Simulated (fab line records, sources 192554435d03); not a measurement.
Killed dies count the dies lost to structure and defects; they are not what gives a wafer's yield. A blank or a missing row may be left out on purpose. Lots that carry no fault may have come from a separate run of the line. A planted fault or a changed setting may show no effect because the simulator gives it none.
Matching of chambers -- flow n5Finfet -- pecvd-01 running N5_BEOL_M8_DEP_56: 3 sister chambers
The step deposits SiCN from 3MS/NH3, target thk 10 nm, time 17.5 s. 6 wafers are shown with their chamber, then 8 later ones without.

== WAFERS WITH THEIR CHAMBER ==
wafer,chamber,throttleValvePct (%),showerheadPlenumPTorr (Torr)
L083.4,2,8.2,3.667
L083.5,1,9.1,3.647
L086.1,1,8.9,3.651
L086.3,0,8.9,3.682
L086.5,0,9.4,3.657
L089.1,2,8.3,3.673

== WAFERS MISSING THEIR CHAMBER ==
wafer,throttleValvePct (%),showerheadPlenumPTorr (Torr)
L089.4,9.0,3.660
L089.5,8.4,3.678
L096.2,8.3,3.668
L096.4,9.3,3.656
L096.5,9.1,3.673
L097.3,8.6,3.668
L097.5,9.1,3.648
L097.6,8.2,3.674

== EACH ONE'S CHAMBER ==
wafer,from the rows above,in truth
L089.4,can't be placed: 1 or 0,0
L089.5,2,2
L096.2,2,2
L096.4,can't be placed: 0 or 1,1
L096.5,can't be placed: 0 or 1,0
L097.3,can't be placed: 2 or 0 or 1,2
L097.5,can't be placed: 1 or 0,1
L097.6,2,2
Correct placement for 3 of the 8. Cannot be placed on the basis of these rows: 5; the candidates contain the true chamber in 5. Placed wrongly: 0.
How it was worked out, from the rows above alone: a wafer's distance from a chamber is the root of the sum, over the readings, of the square of ((its reading less the chamber's mean) divided by the reading's scatter). If the next closest chamber is less than 2 further off than the closest, the wafer can't be placed; otherwise it belongs to the closest. The mean given for a chamber averages the wafers shown for that chamber. The scatter: take each reading less its chamber's mean, square it, sum over the shown wafers, divide by the number of wafers less the number of chambers, and take the root.
